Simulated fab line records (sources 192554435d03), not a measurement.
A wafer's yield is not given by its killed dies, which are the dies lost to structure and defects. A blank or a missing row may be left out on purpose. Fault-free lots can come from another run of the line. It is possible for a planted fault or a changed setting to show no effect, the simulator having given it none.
fab line records	flow n5Finfet
record: lots: 10	wafers: 30	lastDay: 17
route steps=1938 shown WELL_APT@43 FIN_SAQP@96 BEOL_M4@1111 PASSIVATION@1936
lots untouched by any fault: they come from a run of this same line in which no faults occurred
startH: hours from the record's opening day to when the first of the lot's shown wafers began	waitH: hours elapsed since this lot's preceding step	" unchanged from the row above	L1.1+2: a row that stands for several wafers	- no value, or no start given	* or withheld: withheld	< > ~ a bound
route shown NAME@n: NAME is a module with steps in the file, n the number in the route of the first one	usual: mean and standard deviation over wafers with no fault	same: alike in all rows	chamber/n: place in a boat	sites: readings site by site	_std_site: standard deviation of those values	_edge_site: outer sites' mean less inner sites'	radiusMm: for every site, how far away it sits from the centre of the wafer	mask NAME#n: copy n	behind: the tool/chamber that last shaped the wafer	hold: the reason the lot was held/the length of the hold in hours/how it ended	device: transistor that didn't switch, given as n, p or np	end of line: tests of these same wafers at the route's end	where a step has no rows: the recipe by itself	killed: count of dies lost to structure and defects at first sort (not the wafer's yield)	map: per-die view of a wafer (x killed, . not killed, _ where there is no die)
set.NAME: setting as actually run; set.NAME@STEP: the setting as run at that earlier step	model.NAME: the simulator's own value behind a step, which no gauge read
steps of the route over a sample of lots; a table a step, a row a wafer
services: a tool's chamber out of use, with start hour (startH, from the record's first day; less than 0 if before it), hours out, and reason
== steps ==
step: N5_WELL_APT_CD_MEAS_25
recipe: targetCdNm: 200	landingEnergyEv: 500	detector: seInlens
usual: cdNm: 200.1/1.9
lot.wafer	tool	chamber	startH	waitH	cdNm
L887.2	cdSem-03	0	33.12	-	200.7
L887.3	"	0	"	"	198.6
L887.5	"	0	"	"	196.7
L890.2	cdSem-02	0	51.43	-	201.0
L890.3	"	0	"	"	201.2
L890.6	"	0	"	"	201.9
L892.1	cdSem-02	0	62.92	-	201.4
L892.4	"	0	"	"	199.0
L892.5	"	0	"	"	200.4
L893.1	cdSem-02	0	69.02	-	198.7
L893.5	"	0	"	"	199.8
L893.6	"	0	"	"	199.8
L894.1	cdSem-03	0	75.82	-	198.4
L894.2	"	0	"	"	199.0
L894.4	"	0	"	"	197.2
L895.3	cdSem-03	0	81.01	-	199.5
L895.4	"	0	"	"	197.8
L895.5	"	0	"	"	201.1
L902.1	cdSem-01	0	123.20	-	198.8
L902.2	"	0	"	"	198.6
L902.5	"	0	"	"	197.5
L903.3	cdSem-02	0	133.74	-	201.7
L903.4	"	0	"	"	202.0
L903.6	"	0	"	"	200.6
L905.1	cdSem-01	0	141.25	-	199.5
L905.4	"	0	"	"	197.7
L905.6	"	0	"	"	196.2
L906.3	cdSem-03	0	147.33	-	198.8
L906.5	"	0	"	"	199.2
L906.6	"	0	"	"	198.4
step: N5_WELL_APT_OXIDE_STRIP_42
recipe: chemistry: dHF	dilution: 25:1	timeS: 45	tempC: 25	target: SiO2	targetDepthA: 120
usual: bathHeatDutyPct: 6.3/0.89	runLengthS: 52.5/1.9	tempC: 25.00/0.11
lot.wafer	tool	chamber	startH	waitH	bathHeatDutyPct	runLengthS	tempC
L887.2	wetBench-03	1	34.14	0.1	7.5	57.0	24.86
L887.3	"	4	"	"	7.0	55.8	25.05
L887.5	"	2	"	"	7.1	57.8	24.92
L890.2	wetBench-03	4	52.42	0.1	7.1	50.4	24.86
L890.3	"	0	"	"	5.6	52.8	25.01
L890.6	"	1	"	"	6.9	53.0	25.02
L892.1	wetBench-03	1	64.63	0.1	-	-	-
L892.4	"	4	"	"	-	-	-
L892.5	"	0	"	"	-	-	-
L893.1	wetBench-03	4	70.25	0.1	-	-	-
L893.5	"	1	"	"	-	-	-
L893.6	"	0	"	"	-	-	-
L894.1	wetBench-03	4	77.10	0.1	-	-	-
L894.2	"	2	"	"	-	-	-
L894.4	"	5	"	"	-	-	-
L895.3	wetBench-03	4	82.29	0.1	7.0	50.6	25.06
L895.4	"	7	"	"	5.9	51.7	24.96
L895.5	"	3	"	"	8.9	50.5	24.86
L902.1	wetBench-03	5	124.20	0.1	4.9	51.5	24.94
L902.2	"	4	"	"	6.3	51.1	25.00
L902.5	"	1	"	"	7.5	52.3	24.90
L903.3	wetBench-01	3	134.73	0.1	5.7	51.4	24.96
L903.4	"	4	"	"	6.2	52.1	24.95
L903.6	"	6	"	"	6.9	52.2	25.18
L905.1	wetBench-03	5	142.48	0.1	5.3	50.5	24.95
L905.4	"	4	"	"	7.1	51.2	24.97
L905.6	"	6	"	"	5.5	51.3	25.20
L906.3	wetBench-02	4	148.58	0.1	7.1	51.6	24.96
L906.5	"	3	"	"	5.2	52.8	24.78
L906.6	"	5	"	"	6.4	51.7	24.74
step: N5_FIN_SAQP_HM_DEP_03
recipe: material: SiNx	targetThkA: 380	tempC: 400	precursor: SiH4/NH3/N2	pressureTorr: 1.5	rfW: 300	timeS: 33.6
usual: heaterPowerW: 759/78	showerheadPlenumPTorr: 5.11/0.041	showerheadVppV: 1049/65	susceptorTempC: 400.00/0.21	throttleValvePct: 39.4/1.7
lot.wafer	tool	chamber	startH	waitH	heaterPowerW	showerheadPlenumPTorr	showerheadVppV	susceptorTempC	throttleValvePct
L887.2	pecvd-02	2	39.61	0.2	703	5.12	1172	399.65	40.6
L887.3	"	1	"	"	706	5.11	958	400.12	40.7
L887.5	"	0	"	"	797	5.15	1110	400.06	36.5
L890.2	pecvd-01	2	57.07	0.2	744	5.16	983	400.30	38.6
L890.3	"	1	"	"	782	5.06	1048	399.82	41.8
L890.6	"	2	"	"	756	5.16	984	400.13	38.9
L895.3	pecvd-02	2	87.79	0.1	773	5.12	1142	399.75	40.8
L895.4	"	1	"	"	763	5.13	945	400.21	40.5
L895.5	"	0	"	"	824	5.16	1104	399.46	36.7
L902.1	pecvd-02	2	128.81	0.2	745	5.12	1155	400.17	40.5
L902.2	"	0	"	"	806	5.14	1121	400.15	36.8
L902.5	"	2	"	"	749	5.12	1148	400.53	40.5
L903.3	pecvd-01	1	140.78	0.2	775	5.06	1057	399.99	41.6
L903.4	"	2	"	"	750	5.15	995	400.29	38.6
L903.6	"	1	"	"	800	5.06	1061	399.82	41.6
L905.1	pecvd-02	0	147.53	0.2	813	5.14	1117	399.91	37.2
L905.4	"	2	"	"	705	5.13	1148	399.87	40.8
L905.6	"	0	"	"	813	5.17	1093	400.14	37.1
L906.3	pecvd-01	1	153.23	0.1	887	5.07	1046	400.06	41.7
L906.5	"	0	"	"	639	5.08	985	400.00	39.7
L906.6	"	2	"	"	702	5.14	978	399.95	38.8
step: N5_FIN_SAQP_PECVD_48
recipe: material: SiNx	targetThkA: 250	tempC: 400	precursor: SiH4/NH3/N2	pressureTorr: 1.5	rfW: 300	timeS: 22.1
usual: heaterPowerW: 773/72	showerheadPlenumPTorr: 5.12/0.039	showerheadVppV: 1070/66	susceptorTempC: 400.02/0.23	throttleValvePct: 39.3/1.8
lot.wafer	tool	chamber	startH	waitH	heaterPowerW	showerheadPlenumPTorr	showerheadVppV	susceptorTempC	throttleValvePct
L887.2	pecvd-03	0	39.80	0.0	693	5.09	1105	399.98	38.6
L887.3	"	1	"	"	884	5.16	1089	400.34	40.3
L887.5	"	1	"	"	889	5.14	1065	400.06	40.1
L890.2	pecvd-02	0	57.24	0.0	801	5.15	1109	400.56	36.3
L890.3	"	1	"	"	700	5.12	956	400.17	41.0
L890.6	"	2	"	"	850	5.12	1146	399.92	40.8
L895.3	pecvd-03	2	87.95	0.0	660	5.02	1039	400.07	36.7
L895.4	"	1	"	"	801	5.15	1079	399.70	40.1
L895.5	"	0	"	"	703	5.10	1106	399.61	38.9
L902.1	pecvd-03	1	128.97	0.0	799	5.16	1054	400.04	40.3
L902.2	"	0	"	"	700	5.10	1105	400.26	39.1
L902.5	"	1	"	"	818	5.16	1072	400.13	40.6
L903.3	pecvd-02	1	140.95	0.0	766	5.12	978	399.98	40.4
L903.4	"	1	"	"	768	5.13	952	399.95	40.6
L903.6	"	2	"	"	823	5.10	1169	400.44	40.6
L905.1	pecvd-01	1	147.71	0.0	790	5.06	1035	400.23	41.6
L905.4	"	2	"	"	745	5.15	979	399.92	39.1
L905.6	"	1	"	"	806	5.08	1037	399.97	41.9
L906.3	pecvd-03	0	153.40	0.0	797	5.10	1097	399.81	39.1
L906.5	"	0	"	"	798	5.10	1106	400.27	38.9
L906.6	"	1	"	"	919	5.14	1072	400.12	40.5
step: N5_BEOL_M4_RC_MEAS_101
usual: DIBL_N: 36.2/1.7	DIBL_P: 36.6/1.9	IOFF_N: 0.16/0.032	IOFF_P: 0.21/0.037	ION_N: 675/12	ION_P: 460/8.1	SS_N: 71.4/0.58	SS_P: 73.4/0.64	VT_N: 249/3.2	VT_P: -252/3.4
lot.wafer	tool	chamber	startH	waitH	DIBL_N[mV/V]	DIBL_P[mV/V]	IOFF_N[nA/um]	IOFF_P[nA/um]	ION_N[uA/um]	ION_P[uA/um]	SS_N[mV/dec]	SS_P[mV/dec]	VT_N[mV]	VT_P[mV]
L887.2	prober-02	0	183.29	0.2	38.1	38.5	0.19	0.23	682	462	72.5	73.5	248	-250
L887.3	"	0	"	"	34.9	35.8	0.14	0.19	657	450	71.9	72.8	253	-253
L887.5	"	0	"	"	36.7	37.3	0.17	0.21	676	462	71.4	73.5	250	-253
L890.2	prober-02	0	200.25	0.2	35.1	35.8	0.15	0.20	688	470	71.5	73.1	249	-250
L890.3	"	0	"	"	34.4	34.5	0.14	0.19	674	460	71.0	72.3	246	-252
L890.6	"	0	"	"	36.1	37.2	0.18	0.23	681	468	71.5	73.6	246	-248
L895.3	prober-01	0	242.82	0.3	34.7	35.4	0.14	0.20	669	461	70.6	72.9	253	-251
L895.4	"	0	"	"	34.1	35.4	0.14	0.21	676	460	70.5	72.9	250	-247
L895.5	"	0	"	"	33.1	34.1	0.11	0.18	649	456	70.7	73.4	256	-251
L902.1	prober-01	0	267.66	0.0	34.6	34.0	0.14	0.15	679	461	70.6	73.0	249	-256
L902.2	"	0	"	"	36.3	37.4	0.16	0.19	667	451	71.6	73.7	250	-254
L902.5	"	0	"	"	36.0	36.6	0.15	0.17	680	455	72.1	73.5	250	-256
L903.3	prober-02	0	282.12	0.3	36.1	38.3	0.17	0.23	681	468	71.4	73.1	244	-250
L903.4	"	0	"	"	34.3	35.7	0.14	0.19	670	466	70.0	73.2	251	-252
L903.6	"	0	"	"	35.9	37.9	0.17	0.22	683	465	70.7	73.0	248	-250
L905.1	prober-02	0	290.30	0.0	36.0	35.2	0.16	0.22	677	469	70.8	73.1	249	-249
L905.4	"	0	"	"	37.7	37.2	0.18	0.24	697	471	71.9	73.8	247	-246
L905.6	"	0	"	"	37.8	37.0	0.19	0.25	692	472	71.6	73.7	248	-247
L906.3	prober-01	0	295.63	0.3	38.3	39.7	0.20	0.26	692	470	71.9	74.3	247	-247
L906.5	"	0	"	"	37.1	37.1	0.18	0.22	682	466	71.8	74.0	248	-251
L906.6	"	0	"	"	36.5	36.0	0.17	0.21	682	466	71.2	73.5	248	-250
step: N5_PASSIVATION_PROBE_49
usual: defectLimitedYield: 91.3/1.5	killed_at_M0_to_M3: 35/10	killed_at_M4_up: 12/4.6	killedAtContacts: 13/6.6	killedAtFrontEnd: 39/11	killedAtOther: 4/3.4	killedDies: 103/17	killedOnRim: 14/4.1	killedOpen: 67/13	killedShort: 35/8.2	sort_bin_5_function: 5.1/0.94	sort_bin_6_memory: 3.2/0.7	sort_bin_8_speed: 0.00/0.03	sortNPass: 1077/17	sortYieldPct: 91.3/1.5
same: grossDies: 1180	killedAtBackSide: 0	sort_bin_4_leakage[%]: 0
lot.wafer	tool	chamber	startH	waitH	defectLimitedYield[%]	killed_at_M0_to_M3	killed_at_M4_up	killedAtContacts	killedAtFrontEnd	killedAtOther	killedDies	killedOnRim	killedOpen	killedShort	sort_bin_5_function[%]	sort_bin_6_memory[%]	sort_bin_8_speed[%]	sortNPass	sortYieldPct[%]
L890.2	prober-01	-	303.20	0.1	91.2	30	13	14	44	3	104	21	63	36	4.1	3.5	0	1076	91.2
L890.3	prober-01	-	303.25	0.1	89.9	41	12	11	49	6	119	19	69	50	6.1	3.4	0	1061	89.9
L890.6	prober-01	-	303.40	0.3	92.7	34	19	11	22	0	86	8	56	30	3.8	3.0	0	1094	92.7
L893.1	prober-02	-	306.82	0.0	0	16	21	14	1127	2	1180	152	60	24	97.5	2.4	0	0	0
L893.5	prober-02	-	307.02	0.2	0	27	30	19	1100	4	1180	152	70	37	96.2	3.4	0	0	0
L893.6	prober-02	-	307.07	0.3	0	33	23	25	1099	0	1180	152	92	34	95.3	4.3	0	0	0
L892.1	prober-01	-	310.30	0.0	0	46	11	20	1102	1	1180	152	75	39	96.0	3.8	0	0	0
L892.4	prober-01	-	310.45	0.2	0	40	10	10	1111	9	1180	152	74	42	96.0	3.7	0	0	0
L892.5	prober-01	-	310.50	0.2	0	49	11	7	1105	8	1180	152	82	54	94.9	4.5	0	0	0
L894.1	prober-01	-	326.39	0.0	0	43	11	12	1110	4	1180	152	75	49	95.8	3.6	0	0	0
L894.2	prober-01	-	326.44	0.1	0	44	8	30	1092	6	1180	152	82	43	95.6	4.2	0	0	0
L894.4	prober-01	-	326.54	0.2	0	27	13	18	1120	2	1180	152	76	28	95.9	3.8	0	0	0
L895.3	prober-02	-	345.66	0.1	92.6	18	11	16	38	4	87	13	47	39	3.6	3.1	0	1093	92.6
L895.4	prober-02	-	345.71	0.2	93.1	32	12	20	17	1	82	12	55	26	4.2	2.7	0	1098	93.1
L895.5	prober-02	-	345.76	0.2	93.1	30	6	15	27	3	81	16	52	28	4.2	2.6	0	1099	93.1
killed by level:class
L890.2 MOL_CONTACT_COAG:geometricParticle:open=13 FIN_SAQP:geometricParticle:short=9 BEOL_M4:geometricParticle:open=7 BEOL_M0_SAQP:geometricParticle:open=6 BEOL_M1:geometricParticle:open=5 BEOL_M3:geometricParticle:short=5 SPACER0:geometricParticle:open=4 GATE_CUT:geometricParticle:short=4
L890.3 FIN_SAQP:geometricParticle:short=14 FIN_SAQP:geometricParticle:open=9 MOL_CONTACT_COAG:geometricParticle:open=9 STI_FIN_REVEAL:geometricParticle:open=7 BEOL_M0_SAQP:geometricParticle:open=7 BEOL_M0_SAQP:geometricParticle:short=7 BEOL_M3:geometricParticle:open=6 BEOL_M4:geometricParticle:open=5
L890.6 BEOL_M7:geometricParticle:open=9 MOL_CONTACT_COAG:geometricParticle:open=8 FIN_SAQP:geometricParticle:short=6 BEOL_M2:geometricParticle:open=6 BEOL_M0:geometricParticle:open=5 BEOL_M1:geometricParticle:open=5 STI_FIN_REVEAL:geometricParticle:open=4 BEOL_M0_SAQP:geometricParticle:short=4
L893.1 WELL_APT:areaStrip=1095 FIN_SAQP:geometricParticle:open=12 MOL_CONTACT_COAG:geometricParticle:open=11 BEOL_M4:geometricParticle:open=11 BEOL_M3:geometricParticle:open=5 GATE_CUT:geometricParticle:short=4 BEOL_M1:geometricParticle:open=4 BEOL_M5:geometricParticle:short=4
L893.5 WELL_APT:areaStrip=1073 BEOL_M4:geometricParticle:open=19 MOL_CONTACT_COAG:geometricParticle:open=14 BEOL_M0_SAQP:geometricParticle:short=8 BEOL_M3:geometricParticle:open=7 DUMMY_GATE:geometricParticle:open=6 STI_FIN_REVEAL:geometricParticle:open=5 DUMMY_GATE:geometricParticle:short=5
L893.6 WELL_APT:areaStrip=1054 MOL_CONTACT_COAG:geometricParticle:open=21 FIN_SAQP:geometricParticle:open=13 BEOL_M0_SAQP:geometricParticle:open=10 BEOL_M3:geometricParticle:open=9 FIN_SAQP:geometricParticle:short=8 BEOL_M4:geometricParticle:open=8 BEOL_M1:geometricParticle:open=6
L892.1 WELL_APT:areaStrip=1066 MOL_CONTACT_COAG:geometricParticle:open=12 BEOL_M2:geometricParticle:open=12 FIN_SAQP:geometricParticle:open=11 MOL_CONTACT_COAG:geometricParticle:short=8 STI_FIN_REVEAL:geometricParticle:open=7 BEOL_M1:geometricParticle:open=7 BEOL_M0_SAQP:geometricParticle:short=6
L892.4 WELL_APT:areaStrip=1063 STI_FIN_REVEAL:geometricParticle:open=13 BEOL_M0_SAQP:geometricParticle:open=13 BEOL_M0_SAQP:geometricParticle:short=11 FIN_SAQP:geometricParticle:open=9 MOL_CONTACT_COAG:geometricParticle:open=9 GATE_CUT:geometricParticle:short=6 BEOL_M3:geometricParticle:open=6
L892.5 WELL_APT:areaStrip=1044 STI_FIN_REVEAL:geometricParticle:open=18 BEOL_M2:geometricParticle:open=12 GATE_CUT:geometricParticle:short=10 FIN_SAQP:geometricParticle:open=9 FIN_SAQP:geometricParticle:short=9 BEOL_M1:geometricParticle:open=9 BEOL_M0_SAQP:geometricParticle:open=6
L894.1 WELL_APT:areaStrip=1055 DUMMY_GATE:geometricParticle:open=14 FIN_SAQP:geometricParticle:short=10 MOL_CONTACT_COAG:geometricParticle:open=9 BEOL_M0_SAQP:geometricParticle:open=7 GATE_CUT:geometricParticle:short=7 BEOL_M0_SAQP:geometricParticle:short=7 BEOL_M3:geometricParticle:open=6
L894.2 WELL_APT:areaStrip=1053 MOL_CONTACT_COAG:geometricParticle:open=26 BEOL_M2:geometricParticle:open=12 FIN_SAQP:geometricParticle:short=8 BEOL_M0_SAQP:geometricParticle:short=7 FIN_SAQP:geometricParticle:open=6 DUMMY_GATE:geometricParticle:open=6 ILD0:geometricParticle:short=6
L894.4 WELL_APT:areaStrip=1075 FIN_SAQP:geometricParticle:open=19 MOL_CONTACT_COAG:geometricParticle:open=11 DUMMY_GATE:geometricParticle:open=10 BEOL_M1:geometricParticle:open=9 MOL_CONTACT_COAG:geometricParticle:short=7 FIN_SAQP:geometricParticle:short=6 BEOL_M0:geometricParticle:open=6
L895.3 MOL_CONTACT_COAG:geometricParticle:open=12 STI_FIN_REVEAL:geometricParticle:open=8 BEOL_M3:geometricParticle:open=8 FIN_SAQP:geometricParticle:short=7 GATE_CUT:geometricParticle:short=5 STARTING-WAFER:geometricParticle:short=5 MOL_CONTACT_COAG:geometricParticle:short=4 BEOL_M4:geometricParticle:open=4
L895.4 MOL_CONTACT_COAG:geometricParticle:open=17 BEOL_M0_SAQP:geometricParticle:open=11 BEOL_M0_SAQP:geometricParticle:short=5 BEOL_M3:geometricParticle:short=5 BEOL_M3:geometricParticle:open=5 STARTING-WAFER:geometricParticle:short=5 GATE_CUT:geometricParticle:short=3 MOL_CONTACT_COAG:geometricParticle:short=3
L895.5 MOL_CONTACT_COAG:geometricParticle:open=11 BEOL_M0_SAQP:geometricParticle:open=10 BEOL_M3:geometricParticle:open=8 BEOL_M0_SAQP:geometricParticle:short=7 FIN_SAQP:geometricParticle:open=6 FIN_SAQP:geometricParticle:short=4 ILD0:geometricParticle:open=4 MOL_CONTACT_COAG:geometricParticle:short=4
== services ==
tool	chamber	startH	hours	kind
wetBench-02	-	21.05	2.8	repair
pecvd-03	2	21.20	-	clean
pecvd-03	2	21.20	-	consumableReplace:showerhead
pecvd-03	2	21.20	29.0	scheduledDown
pecvd-03	2	21.20	29.0	ventCycle
pecvd-02	-	59.95	2.8	pm
pecvd-03	0	64.13	2.1	scheduledDown
pecvd-02	2	64.99	2.1	scheduledDown
pecvd-03	2	67.09	6.4	repair
pecvd-02	1	71.24	5.0	scheduledDown
pecvd-02	-	83.73	1.5	repair
pecvd-01	-	107.81	14.6	pm
wetBench-01	-	120.50	1.2	repair
== key ==
firstSign: step: N5_WELL_APT_OXIDE_STRIP_42	reading: toolRecord	direction: missing
effect: step: N5_PASSIVATION_PROBE_49	reading: sort_bin_5_function	direction: up	sigmas: 97	usual: 5.1	struck: 95.9
moreKillsBornAt: N5_WELL_APT_OXIDE_STRIP_42@wetBench-03: 9578
metAt N5_WELL_APT_OXIDE_STRIP_42
struckLots L892,L893,L894
laterRowsLeftOut L892.1,L892.4,L892.5,L893.1,L893.5,L893.6,L894.1,L894.2,L894.4
notActingAt N5_WELL_APT_CD_MEAS_25,N5_FIN_SAQP_HM_DEP_03,N5_FIN_SAQP_PECVD_48
onsetBetween 52.42 64.63
fault: kind: skippedStepWhole	tool: wetBench-03	chamber: -	onsetH: 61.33	steps: N5_WELL_APT_OXIDE_STRIP_42	scope: struckLotsOnly
laterRowsLeftOut: the simulator's readings of these wafers behind a module that went badly wrong aren't trusted and aren't shown, but for the sort
